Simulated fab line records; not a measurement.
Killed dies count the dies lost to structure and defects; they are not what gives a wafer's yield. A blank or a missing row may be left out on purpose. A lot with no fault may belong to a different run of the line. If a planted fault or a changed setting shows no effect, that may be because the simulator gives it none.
Which of the tools did it? -- flow n5_finfet -- Sampling: 24 lots, 72 wafers, 5 of 1938 route steps

## WHAT THE GAUGES SHOWED, per wafer
N5_SDB_INSPECT_36: inspects for defects (darkfield). Usual: raw_defect_count at 33, with a standard deviation of 13.
lot,measured,on,raw_defect_count,flag
L074,day 4 05:05,defect_inspect-01,40 29 32,
L075,day 4 08:42,defect_inspect-02,27 21 15,
L076,day 4 14:47,defect_inspect-02,53 53 40,
L077,day 4 16:54,defect_inspect-02,36 45 41,
L078,day 4 23:52,defect_inspect-01,28 36 22,
L079,day 5 06:41,defect_inspect-02,30 39 39,
L080,day 5 10:43,defect_inspect-01,32 34 29,
L081,day 5 17:25,defect_inspect-01,35 56 33,
L082,day 5 22:43,defect_inspect-01,22 28 19,
L083,day 6 02:17,defect_inspect-02,26 69 34,
L084,day 6 08:48,defect_inspect-02,23 31 16,
L085,day 6 18:16,defect_inspect-02,42 29 31,
L086,day 6 23:02,defect_inspect-02,7 24 19,
L087,day 7 04:37,defect_inspect-01,60 29 27,
L088,day 7 11:16,defect_inspect-01,26 38 40,
L089,day 7 19:11,defect_inspect-01,39 46 22,
L090,day 7 21:44,defect_inspect-02,65 39 27,
L091,day 8 05:35,defect_inspect-01,30 30 42,
L092,day 8 11:12,defect_inspect-02,16 14 35,
L093,day 8 17:30,defect_inspect-02,25 27 21,
L094,day 8 22:32,defect_inspect-02,23 47 23,
L095,day 9 04:11,defect_inspect-01,25 22 33,
L096,day 9 11:06,defect_inspect-02,17 44 32,
L097,day 9 16:45,defect_inspect-02,19 30 30,

N5_DUMMY_REMOVAL_INSPECT_06: inspects for defects (brightfield). Usual: raw_defect_count at 12, with a standard deviation of 5.2.
lot,measured,on,raw_defect_count,flag
L074,day 4 05:30,defect_inspect-01,11 12 17,
L075,day 4 09:17,defect_inspect-02,19 16 10,
L076,day 4 15:01,defect_inspect-01,15 19 12,
L077,day 4 17:08,defect_inspect-02,12 12 8,
L078,day 5 00:18,defect_inspect-02,18 6 12,
L079,day 5 07:04,defect_inspect-01,12 8 5,
L080,day 5 11:00,defect_inspect-02,12 17 9,
L081,day 5 17:38,defect_inspect-02,5 15 3,
L082,day 5 22:56,defect_inspect-01,11 13 6,
L083,day 6 02:31,defect_inspect-02,6 15 19,
L084,day 6 09:07,defect_inspect-01,16 18 5,
L085,day 6 18:30,defect_inspect-02,14 14 10,
L086,day 6 23:30,defect_inspect-02,12 4 4,
L087,day 7 04:50,defect_inspect-02,7 15 6,
L088,day 7 11:30,defect_inspect-01,21 16 18,
L089,day 7 19:25,defect_inspect-02,9 5 8,
L090,day 7 21:59,defect_inspect-02,9 7 14,
L091,day 8 05:49,defect_inspect-02,6 9 6,
L092,day 8 11:25,defect_inspect-02,10 14 12,
L093,day 8 17:55,defect_inspect-02,14 6 6,
L094,day 8 22:54,defect_inspect-01,11 8 14,
L095,day 9 04:28,defect_inspect-01,14 13 24,
L096,day 9 11:20,defect_inspect-02,12 8 18,
L097,day 9 17:05,defect_inspect-01,15 7 12,

## TOOL THAT RAN EACH LOT (tool first, then ch and the chambers of the sampled wafers, then the start)
lot,N5_SDB_DESCUM_16,N5_SDB_STRIP_21,N5_SDB_CMP_30
L074,"rie_diel-06 ch 0,1, day 4 00:47","rie_diel-06 ch 0,1, day 4 00:59","cmp-02 ch 0,1,2, day 4 04:50"
L075,"rie_diel-02 ch 0,2,3, day 4 04:52","rie_diel-02 ch 0,2,3, day 4 05:04","cmp-03 ch 0,2,3, day 4 08:29"
L076,"rie_diel-06 ch 0,1,3, day 4 10:53","rie_diel-06 ch 0,1,3, day 4 11:06","cmp-04 ch 0,1,2, day 4 14:28"
L077,"rie_diel-05 ch 0,1,2, day 4 12:48","rie_diel-05 ch 0,1,2, day 4 13:00","cmp-03 ch 1,2,3, day 4 16:37"
L078,"rie_diel-05 ch 0,1,2, day 4 19:36","rie_diel-05 ch 0,1,2, day 4 19:49","cmp-03 ch 0,1, day 4 23:34"
L079,"rie_diel-06 ch 0,3, day 5 02:35","rie_diel-06 ch 0,3, day 5 02:48","cmp-03 ch 0,1,3, day 5 06:26"
L080,"rie_diel-02 ch 0,1,3, day 5 06:52","rie_diel-02 ch 0,1,3, day 5 07:04","cmp-02 ch 0,1,2, day 5 10:23"
L081,"rie_diel-05 ch 2,3, day 5 13:28","rie_diel-05 ch 2,3, day 5 13:41","cmp-04 ch 0,2,3, day 5 17:07"
L082,"rie_diel-02 ch 0,2,3, day 5 18:46","rie_diel-02 ch 0,2,3, day 5 18:59","cmp-04 ch 0,1, day 5 22:23"
L083,"rie_diel-02 ch 0,2,3, day 5 22:10","rie_diel-02 ch 0,2,3, day 5 22:22","cmp-04 ch 1,2, day 6 02:01"
L084,"rie_diel-05 ch 0,3, day 6 04:50","rie_diel-05 ch 0,3, day 6 05:03","cmp-04 ch 0,3, day 6 08:29"
L085,"rie_diel-05 ch 1,2, day 6 13:42","rie_diel-05 ch 1,2, day 6 13:55","cmp-04 ch 2,3, day 6 17:59"
L086,"rie_diel-02 ch 2,3, day 6 19:11","rie_diel-02 ch 2,3, day 6 19:24","cmp-04 ch 0,2,3, day 6 22:48"
L087,"rie_diel-06 ch 0,1,2, day 7 00:46","rie_diel-06 ch 0,1,2, day 7 00:58","cmp-03 ch 1,2, day 7 04:17"
L088,"rie_diel-02 ch 0,2,3, day 7 07:24","rie_diel-02 ch 0,2,3, day 7 07:37","cmp-03 ch 0,2,3, day 7 10:57"
L089,"rie_diel-06 ch 2,3, day 7 15:20","rie_diel-06 ch 2,3, day 7 15:32","cmp-04 ch 0,3, day 7 18:52"
L090,"rie_diel-02 ch 1,3, day 7 17:43","rie_diel-02 ch 1,3, day 7 17:55","cmp-02 ch 2,3, day 7 21:25"
L091,"rie_diel-06 ch 0,2, day 8 01:44","rie_diel-06 ch 0,2, day 8 01:56","cmp-02 ch 1,3, day 8 05:16"
L092,"rie_diel-05 ch 0,2,3, day 8 06:41","rie_diel-05 ch 0,2,3, day 8 06:53","cmp-03 ch 1,2,3, day 8 10:53"
L093,"rie_diel-05 ch 0,2,3, day 8 13:39","rie_diel-05 ch 0,2,3, day 8 13:52","cmp-02 ch 0,1,2, day 8 17:15"
L094,"rie_diel-02 ch 1,2,3, day 8 18:39","rie_diel-02 ch 1,2,3, day 8 18:52","cmp-02 ch 0,1, day 8 22:13"
L095,"rie_diel-06 ch 0,1,2, day 8 23:58","rie_diel-06 ch 0,1,2, day 9 00:10","cmp-03 ch 0,1,2, day 9 03:52"
L096,"rie_diel-05 ch 1,2,3, day 9 06:46","rie_diel-05 ch 1,2,3, day 9 06:59","cmp-03 ch 0,2, day 9 10:49"
L097,"rie_diel-06 ch 0,1,2, day 9 12:54","rie_diel-06 ch 0,1,2, day 9 13:07","cmp-03 ch 1,2,3, day 9 16:32"
- N5_SDB_DESCUM_16: chemistry O2, time 7.9 s.
- N5_SDB_STRIP_21: strips in CF4.
- N5_SDB_CMP_30: polishes, stops on poly-Si, t overpolish 1.54 s, target thk 30 nm.

## AS READ BY THE TOOLS THEMSELVES (means over the sampled wafers that have a number; for cases with no such wafer, the mark the record gives instead)
N5_SDB_DESCUM_16. Usual: drypump_motor_current_A 5.8 A, standard deviation 0.61; oes_product_au 0.80 a.u., standard deviation 0.093; rf_vpp_V 242.7 V, standard deviation 1.1; showerhead_plenum_p_Torr 2.06 Torr, standard deviation 0.056; throttle_valve_pct 20.39 %, standard deviation 0.28.
lot,tool,drypump_motor_current_A (A),oes_product_au (a.u.),rf_vpp_V (V),showerhead_plenum_p_Torr (Torr),throttle_valve_pct (%),flag
L074,rie_diel-06,5.2,0.72,242.0,1.99,20.66,
L075,rie_diel-02,5.8,0.83,242.3,2.06,20.43,
L076,rie_diel-06,5.8,0.72,242.4,2.06,20.57,
L077,rie_diel-05,6.3,0.83,242.4,2.06,20.34,
L078,rie_diel-05,6.3,0.82,242.9,2.06,20.33,
L079,rie_diel-06,5.4,0.73,242.7,2.05,20.74,
L080,rie_diel-02,5.5,0.86,243.1,2.07,20.26,
L081,rie_diel-05,5.5,0.83,243.0,2.07,20.15,
L082,rie_diel-02,5.8,0.82,242.4,2.06,20.45,
L083,rie_diel-02,5.7,0.82,242.6,2.06,20.45,
L084,rie_diel-05,5.3,0.85,242.5,2.04,20.02,
L085,rie_diel-05,6.5,0.78,242.5,2.08,20.51,
L086,rie_diel-02,6.0,0.74,243.4,2.06,20.52,
L087,rie_diel-06,5.7,0.79,241.9,2.01,20.55,
L088,rie_diel-02,5.7,0.80,242.5,2.05,20.47,
L089,rie_diel-06,6.4,0.80,244.4,2.14,20.53,
L090,rie_diel-02,5.8,0.76,243.3,2.06,20.35,
L091,rie_diel-06,5.3,0.78,242.1,2.01,20.72,
L092,rie_diel-05,5.8,0.78,242.1,2.05,20.27,
L093,rie_diel-05,5.8,0.78,242.6,2.05,20.27,
L094,rie_diel-02,5.9,0.78,242.6,2.04,20.31,
L095,rie_diel-06,5.7,0.86,243.5,2.09,20.47,
L096,rie_diel-05,5.9,0.80,241.9,2.06,20.31,
L097,rie_diel-06,5.7,0.85,243.2,2.09,20.47,

N5_SDB_STRIP_21. Usual: cf4_flow_sccm 150.0 sccm, standard deviation 0.44; drypump_motor_current_A 5.8 A, standard deviation 0.6; oes_product_au 0.79 a.u., standard deviation 0.088; rf_vpp_V 270.4 V, standard deviation 1.2; showerhead_plenum_p_Torr 1.76 Torr, standard deviation 0.044; throttle_valve_pct 13.5 %, standard deviation 0.32.
lot,tool,cf4_flow_sccm (sccm),drypump_motor_current_A (A),oes_product_au (a.u.),rf_vpp_V (V),showerhead_plenum_p_Torr (Torr),throttle_valve_pct (%),flag
L074,rie_diel-06,149.8,5.2,0.72,270.1,1.72,13.8,
L075,rie_diel-02,150.1,5.7,0.82,270.8,1.77,13.5,
L076,rie_diel-06,150.3,5.7,0.73,269.6,1.76,13.7,
L077,rie_diel-05,149.7,6.3,0.82,270.5,1.76,13.5,
L078,rie_diel-05,150.3,6.3,0.81,270.5,1.76,13.5,
L079,rie_diel-06,149.9,5.4,0.73,271.3,1.76,13.8,
L080,rie_diel-02,150.1,5.5,0.85,270.8,1.77,13.3,
L081,rie_diel-05,150.2,5.5,0.83,270.7,1.76,13.2,
L082,rie_diel-02,150.1,5.7,0.79,270.8,1.76,13.5,
L083,rie_diel-02,150.2,5.8,0.80,270.9,1.76,13.5,
L084,rie_diel-05,149.6,5.3,0.84,270.5,1.74,13.1,
L085,rie_diel-05,149.9,6.5,0.78,270.7,1.78,13.6,
L086,rie_diel-02,149.8,6.0,0.74,270.4,1.78,13.8,
L087,rie_diel-06,149.7,5.7,0.78,269.2,1.73,13.7,
L088,rie_diel-02,150.2,5.7,0.79,269.9,1.76,13.6,
L089,rie_diel-06,150.0,6.4,0.79,271.7,1.83,13.6,
L090,rie_diel-02,149.9,5.8,0.76,271.3,1.78,13.6,
L091,rie_diel-06,150.6,5.3,0.77,269.6,1.73,13.8,
L092,rie_diel-05,149.5,5.8,0.77,270.4,1.75,13.4,
L093,rie_diel-05,150.1,5.8,0.77,270.4,1.75,13.4,
L094,rie_diel-02,150.4,5.9,0.78,269.7,1.76,13.5,
L095,rie_diel-06,149.9,5.7,0.85,270.8,1.79,13.5,
L096,rie_diel-05,149.8,6.0,0.80,270.8,1.76,13.4,
L097,rie_diel-06,150.1,5.7,0.83,271.1,1.79,13.6,

N5_SDB_CMP_30. Usual: motor_current_A 12.3 A, standard deviation 1.4; overpolish_run_s 1.540 s, standard deviation 0.0091; time_to_endpoint_s 17.9 s, standard deviation 2.5.
lot,tool,motor_current_A (A),overpolish_run_s (s),time_to_endpoint_s (s),flag
L074,cmp-02,11.8,1.539,18.3,
L075,cmp-03,13.5,1.539,16.1,
L076,cmp-04,12.2,1.543,15.8,
L077,cmp-03,12.9,1.551,21.7,
L078,cmp-03,11.3,1.548,22.5,
L079,cmp-03,13.0,1.536,19.8,
L080,cmp-02,11.6,1.546,13.8,
L081,cmp-04,11.8,1.533,15.8,
L082,cmp-04,11.9,1.547,16.5,
L083,cmp-04,12.6,1.541,15.1,
L084,cmp-04,11.3,1.544,18.0,
L085,cmp-04,11.9,1.537,15.3,
L086,cmp-04,11.5,1.540,16.6,
L087,cmp-03,11.5,1.542,18.5,
L088,cmp-03,13.5,1.528,16.7,
L089,cmp-04,11.3,1.541,16.9,
L090,cmp-02,11.2,1.544,16.8,
L091,cmp-02,12.9,1.539,16.9,
L092,cmp-03,12.8,1.544,21.2,
L093,cmp-02,11.8,1.533,17.0,
L094,cmp-02,12.3,1.544,19.7,
L095,cmp-03,11.8,1.531,18.8,
L096,cmp-03,12.4,1.538,20.0,
L097,cmp-03,12.8,1.540,20.2,

## THE ANSWER, worked out from the rows above alone
Rule: a lot is off if the mean of its wafers that have a number lies more than 3 standard deviations from the usual mean. A lot without any number at a reading at which 4 lots or more have one is off too. All remaining lots with rows at the step are treated as sound. First the gauges in route order, then the tools' own readings, where a lot's mean is used as printed above. At the first step where some lot is off, the reading lying furthest off is the one used; lots without a number count as furthest.
No lot is off on any of the readings shown, so nothing can be concluded from this.

## WHAT HAD BEEN PUT IN BY THE SIMULATOR
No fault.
